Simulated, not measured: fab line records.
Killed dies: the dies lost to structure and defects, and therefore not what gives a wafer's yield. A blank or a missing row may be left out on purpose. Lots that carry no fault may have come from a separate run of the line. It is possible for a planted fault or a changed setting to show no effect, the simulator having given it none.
3 desks looking at one fault || flow n5-finfet || every desk sees just its own numbers, and what lay behind them comes last

== THE METROLOGY DESK ==
Means of the sampled wafers that have a number, per lot and without regard to the tool the lot ran on: this is what the gauges read. The brackets show how far a lot's mean lies from the usual mean; more than 4 standard deviations puts the lot out of limits, marked OUT. Shown here are 7 of its 11 readings, the ones lying furthest out on some lot.
Columns: A = DIBL_N at N5_BEOL_M4_RC_MEAS_101, usual 36.2 mV/V; B = DIBL_P at N5_BEOL_M4_RC_MEAS_101, usual 36.2 mV/V; C = IOFF_N at N5_BEOL_M4_RC_MEAS_101, usual 0.16 nA/um; D = IOFF_P at N5_BEOL_M4_RC_MEAS_101, usual 0.21 nA/um; E = SS_N at N5_BEOL_M4_RC_MEAS_101, usual 71.5 mV/dec; F = SS_P at N5_BEOL_M4_RC_MEAS_101, usual 73.1 mV/dec; G = VT_P at N5_BEOL_M4_RC_MEAS_101, usual -250 mV
{"lot": "L406", "first seen here": "day 2 13:16", "A": 39.3, "B": 39.5, "C": 0.19, "D": 0.27, "E": 71.9, "F": 73.6, "G": -246}
{"lot": "L407", "first seen here": "day 2 18:46", "A": 33.3, "B": 32.2, "C": 0.12, "D": 0.14, "E": 70.1, "F": 72.2, "G": -257}
{"lot": "L411", "first seen here": "day 3 19:43", "A": 34.3, "B": 34.8, "C": 0.13, "D": 0.18, "E": 71.1, "F": 72.7, "G": -253}
{"lot": "L414", "first seen here": "day 4 13:12", "A": 35.4, "B": 36.9, "C": 0.14, "D": 0.18, "E": 71.3, "F": 72.3, "G": -253}
{"lot": "L415", "first seen here": "day 4 19:58", "A": 39.5, "B": 40.2, "C": 0.23, "D": 0.24, "E": 72.0, "F": 74.8, "G": -249}
{"lot": "L417", "first seen here": "day 5 07:41", "A": 34.2, "B": 34.2, "C": 0.12, "D": 0.19, "E": 70.4, "F": 72.6, "G": -249}
{"lot": "L420", "first seen here": "day 6 05:10", "A": 37.7, "B": 36.8, "C": 0.18, "D": 0.27, "E": 72.2, "F": 74.0, "G": -246}
{"lot": "L424", "first seen here": "day 7 00:22", "A": 37.0, "B": 37.0, "C": 0.18, "D": 0.22, "E": 71.5, "F": 73.2, "G": -249}
{"lot": "L425", "first seen here": "day 7 07:39", "A": 35.5, "B": 34.9, "C": 0.15, "D": 0.20, "E": 71.6, "F": 73.1, "G": -249}
Finding of this desk: none of the 9 lots has anything out of limits.

== THE DEFECT DESK ==
Per lot, the means of the sampled wafers with a number show what the inspections along the route counted. The brackets show how far a lot's mean lies from the usual mean; more than 4 standard deviations puts the lot out of limits, marked OUT.
Columns: A = raw-defect-count at N5_STI_FIN_REVEAL_INSPECT_13, usual 13
{"lot": "L406", "first seen here": "day 2 13:23", "A": 11}
{"lot": "L407", "first seen here": "day 2 18:53", "A": 10}
{"lot": "L411", "first seen here": "day 3 19:49", "A": 13}
{"lot": "L414", "first seen here": "day 4 13:19", "A": 11}
{"lot": "L415", "first seen here": "day 4 20:05", "A": 12}
{"lot": "L417", "first seen here": "day 5 07:48", "A": 16}
{"lot": "L420", "first seen here": "day 6 05:19", "A": 9}
{"lot": "L424", "first seen here": "day 7 00:29", "A": 14}
{"lot": "L425", "first seen here": "day 7 07:46", "A": "458 (+78) OUT"}
Finding of this desk: L425 out of limits; the first was L425 at day 7 07:46, on raw-defect-count at N5_STI_FIN_REVEAL_INSPECT_13. Within limits: L406, L407, L411, L414, L415, L417, L420, L424.

== THE TOOL OWNER'S DESK: plasma-asher-01 ==
The tool's own readings at N5_STI_FIN_REVEAL_OXIDATION_31 (chemistry O2 PLASMA REMOTE, time 20 s): means of the sampled wafers that have a number, for each lot that ran on this tool. The brackets show how far a lot's mean lies from the usual mean; more than 4 standard deviations puts the lot out of limits, marked OUT.
Columns: A = drypump-motor-current-A at N5_STI_FIN_REVEAL_OXIDATION_31, usual 5.6 A; B = heater-power-w at N5_STI_FIN_REVEAL_OXIDATION_31, usual 142 W
{"lot": "L406", "first seen here": "day 2 12:45", "A": 5.6, "B": 149}
{"lot": "L407", "first seen here": "day 2 18:10", "A": 5.6, "B": 145}
{"lot": "L415", "first seen here": "day 4 19:27", "A": 5.6, "B": 146}
{"lot": "L425", "first seen here": "day 7 07:08", "A": 6.2, "B": 147}
Finding of this desk: none of the 4 lots has anything out of limits.

== TAKEN TOGETHER ==
The defect desk could have raised an alarm at day 7 07:46, on L425.
Metrology desk: nothing out of limits seen.
Nothing out of limits was seen by the tool owner's desk.
The metrology desk holds a record of L425, inside its limits.
On record at the tool owner's desk: L425, within its limits.
The lots listed all ran N5_STI_FIN_REVEAL_OXIDATION_31 on plasma-asher-01.

== WHAT THE SIMULATOR HAD INSERTED ==
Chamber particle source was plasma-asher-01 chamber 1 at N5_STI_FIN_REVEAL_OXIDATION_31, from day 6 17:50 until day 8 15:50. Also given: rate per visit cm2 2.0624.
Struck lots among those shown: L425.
Hours from the fault's start to each desk's first reading out of limits: the defect desk, 14.
